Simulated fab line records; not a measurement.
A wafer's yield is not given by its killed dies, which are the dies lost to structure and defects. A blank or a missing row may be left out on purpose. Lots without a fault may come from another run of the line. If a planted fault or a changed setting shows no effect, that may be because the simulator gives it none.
Chamber matching / flow nandHarc / cmp-04 running NHARC_A_CHANNEL_FILL_D1_CMP_10: 4 sister chambers
The step polishes, target thk 150 nm. 20 wafers are shown with their chamber, then 10 later ones without.

== WAFERS, EACH WITH ITS CHAMBER ==
wafer=L075.1; chamber=3; timeToEndpointS (s)=12; motorCurrentA (A)=10.0
wafer=L075.2; chamber=0; timeToEndpointS (s)=7; motorCurrentA (A)=10.5
wafer=L075.3; chamber=2; timeToEndpointS (s)=15; motorCurrentA (A)=12.8
wafer=L079.2; chamber=1; timeToEndpointS (s)=18; motorCurrentA (A)=12.3
wafer=L079.3; chamber=2; timeToEndpointS (s)=17; motorCurrentA (A)=12.7
wafer=L079.6; chamber=3; timeToEndpointS (s)=12; motorCurrentA (A)=11.0
wafer=L080.2; chamber=1; timeToEndpointS (s)=19; motorCurrentA (A)=12.4
wafer=L080.3; chamber=3; timeToEndpointS (s)=11; motorCurrentA (A)=10.5
wafer=L080.4; chamber=2; timeToEndpointS (s)=16; motorCurrentA (A)=11.6
wafer=L083.1; chamber=3; timeToEndpointS (s)=15; motorCurrentA (A)=10.4
wafer=L083.2; chamber=2; timeToEndpointS (s)=19; motorCurrentA (A)=12.3
wafer=L083.5; chamber=3; timeToEndpointS (s)=13; motorCurrentA (A)=10.7
wafer=L085.2; chamber=0; timeToEndpointS (s)=11; motorCurrentA (A)=9.8
wafer=L085.5; chamber=3; timeToEndpointS (s)=14; motorCurrentA (A)=10.4
wafer=L085.6; chamber=2; timeToEndpointS (s)=18; motorCurrentA (A)=12.4
wafer=L086.1; chamber=1; timeToEndpointS (s)=20; motorCurrentA (A)=11.7
wafer=L086.3; chamber=0; timeToEndpointS (s)=10; motorCurrentA (A)=10.2
wafer=L086.5; chamber=2; timeToEndpointS (s)=17; motorCurrentA (A)=11.8
wafer=L091.4; chamber=0; timeToEndpointS (s)=10; motorCurrentA (A)=10.0
wafer=L091.5; chamber=0; timeToEndpointS (s)=10; motorCurrentA (A)=10.0

SIGNATURES (means of the wafers above)
reading=timeToEndpointS; chamber 0=9.60; chamber 1=19.00; chamber 2=17.00; chamber 3=12.83; scatter within a chamber=1.41
reading=motorCurrentA; chamber 0=10.100; chamber 1=12.133; chamber 2=12.267; chamber 3=10.500; scatter within a chamber=0.377
Rule: a wafer lies at a distance from a chamber equal to the root of the sum of squares, over the readings, of (its reading less the chamber's mean, divided by the reading's scatter). The wafer belongs to the nearest chamber; if the next one is less than 2 further off, it can't be placed. The scatter is the square root of a quotient: the sum, over the shown wafers, of each reading's squared deviation from its chamber's mean, divided by wafers minus chambers.

== WAFERS WITH NO CHAMBER GIVEN ==
wafer=L091.6; timeToEndpointS (s)=13; motorCurrentA (A)=10.6
wafer=L089.3; timeToEndpointS (s)=6; motorCurrentA (A)=9.4
wafer=L089.5; timeToEndpointS (s)=15; motorCurrentA (A)=12.5
wafer=L089.6; timeToEndpointS (s)=11; motorCurrentA (A)=10.9
wafer=L093.1; timeToEndpointS (s)=13; motorCurrentA (A)=12.6
wafer=L093.3; timeToEndpointS (s)=12; motorCurrentA (A)=10.4
wafer=L093.4; timeToEndpointS (s)=16; motorCurrentA (A)=11.4
wafer=L096.1; timeToEndpointS (s)=19; motorCurrentA (A)=11.4
wafer=L096.2; timeToEndpointS (s)=14; motorCurrentA (A)=10.5
wafer=L096.3; timeToEndpointS (s)=17; motorCurrentA (A)=12.5

== WHICH CHAMBER EACH WENT THROUGH ==
wafer=L091.6; from the rows above=3; in truth=3
wafer=L089.3; from the rows above=0; in truth=0
wafer=L089.5; from the rows above=can't be placed: 2 or 1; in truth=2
wafer=L089.6; from the rows above=can't be placed: 3 or 0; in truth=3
wafer=L093.1; from the rows above=can't be placed: 2 or 1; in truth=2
wafer=L093.3; from the rows above=can't be placed: 3 or 0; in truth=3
wafer=L093.4; from the rows above=can't be placed: 2 or 1 or 3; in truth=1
wafer=L096.1; from the rows above=can't be placed: 1 or 2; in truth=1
wafer=L096.2; from the rows above=3; in truth=3
wafer=L096.3; from the rows above=can't be placed: 2 or 1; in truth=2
Correct placement for 3 of the 10. Can't be placed from these rows: 7 (the true chamber is among the candidates in 7). Number placed wrongly: 0.
